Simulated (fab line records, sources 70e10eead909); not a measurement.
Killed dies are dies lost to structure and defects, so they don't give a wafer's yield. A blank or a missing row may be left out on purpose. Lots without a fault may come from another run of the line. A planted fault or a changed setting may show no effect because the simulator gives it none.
A struck lot beside a sound one | flow nand_harc | 18 steps out of a route of 1302
Sound: wafers L668.3, L668.5, L668.6. Struck: wafers L680.2, L680.4, L680.5. The cause comes at the end.
At each step with rows: each side's tool, then ch and its chambers, then its first start. Under that, the readings that differ: sound wafers | struck wafers | difference of the means | sigmas: that difference in standard deviations of wafers without a fault.
alike: readings whose means differ by less than 2 such deviations, and words and numbers that are the same on both sides. not compared: withheld readings, readings that some wafer has no value for, bounds like >300 that may hide the same value, and numbers for which the record gives no deviation and whose values overlap.
The two part at a step that has a row with sigmas, a row that says differs or no value, or rows on one side only. Numbers that don't overlap but have no deviation are shown without sigmas and don't part them. A reading that every wafer of one side lacks parts them only if that side has two wafers or more.

NHARC_A_M1_PRE_CLEAN_32: time 12 s.
  sound on pecvd-03 ch 1,2, day 23 17:32; struck on pecvd-03 ch 0,1, day 29 08:44
  alike: heater_power_w
NHARC_A_M1_DEP_33: deposits SiCN, target thk 30 nm.
  sound on pecvd-03 ch 1,2, day 23 17:39; struck on pecvd-03 ch 0,1, day 29 08:51
  alike: heater_power_w
NHARC_A_BONDPAD_DEP_00: deposits SiCN, target thk 250 nm.
  sound on pecvd-03 ch 0,1,2; struck on pecvd-04 ch 1,2, day 29 09:35
  alike: heater_power_w
NHARC_A_BONDPAD_CMP_29: polishes SiCN, target thk 200 nm.
  sound on cmp-02 ch 1,2, day 23 18:35; struck on cmp-04 ch 2,3, day 29 09:53
  alike: motor_current_A, retaining_ring_pressure_frac
NHARC_A_BONDPAD_THK_MEAS_30: measures by ellipsometry.
  sound on film_metro-01, day 23 18:49; struck on film_metro-01, day 29 10:08
  alike: thk_nm
then, 7 steps without rows for these wafers: NHARC_A_BONDPAD_SRD_31; NHARC_A_BONDPAD_DEHYDRATE_01 (time 120 s); NHARC_A_BONDPAD_HMDS_02 (time 30 s); NHARC_A_BONDPAD_COAT_33 (time 65 s); NHARC_A_BONDPAD_COAT_03 (resist thk 600 nm); NHARC_A_BONDPAD_SOFTBAKE_04 (time 70 s); NHARC_A_BONDPAD_EBR_05.
NHARC_A_BONDPAD_EXPOSE_06: exposes mask A BPAD.
  sound on krf_scanner-04 ch 0, day 23 19:07; struck on krf_scanner-02 ch 0, day 29 10:27
  reading              | sound             | struck            | difference | sigmas
  exposure_dose_mJ_cm2 | 37.01 37.03 36.99 | 23.35 23.32 23.35 | -13.67     | -99 or more
  alike: mask, reticle_temp_C
then, 2 steps without rows for these wafers: NHARC_A_BONDPAD_PEB_07 (peb time 80 s); NHARC_A_BONDPAD_DEVELOP_08 (time 50 s).
NHARC_A_BONDPAD_CD_MEAS_09: target cd 500 nm.
  sound on cd_sem-02 ch 0, day 23 19:16; struck on cd_sem-02 ch 0, day 29 10:36
  reading    | sound             | struck            | difference | sigmas
  cd_nm (nm) | 499.4 499.4 499.5 | 487.9 487.7 490.1 | -10.9      | -8
NHARC_A_BONDPAD_OVL_MEAS_35:
  sound on overlay-02, day 23 19:21; struck on overlay-01, day 29 10:41
  alike: overlay_x_nm, overlay_y_nm
then, 1 step without rows for these wafers: NHARC_END_SORT_01.

WHERE THEY PART
First at NHARC_A_BONDPAD_EXPOSE_06; last, within this record, at NHARC_A_BONDPAD_CD_MEAS_09. Later steps at which nothing parts them and some readings are alike: NHARC_A_BONDPAD_OVL_MEAS_35.

WHY: what the simulator had put in
Process parameter drift: krf_scanner-02, from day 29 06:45 on, at NHARC_A_BONDPAD_EXPOSE_06. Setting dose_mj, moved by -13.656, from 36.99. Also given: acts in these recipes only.
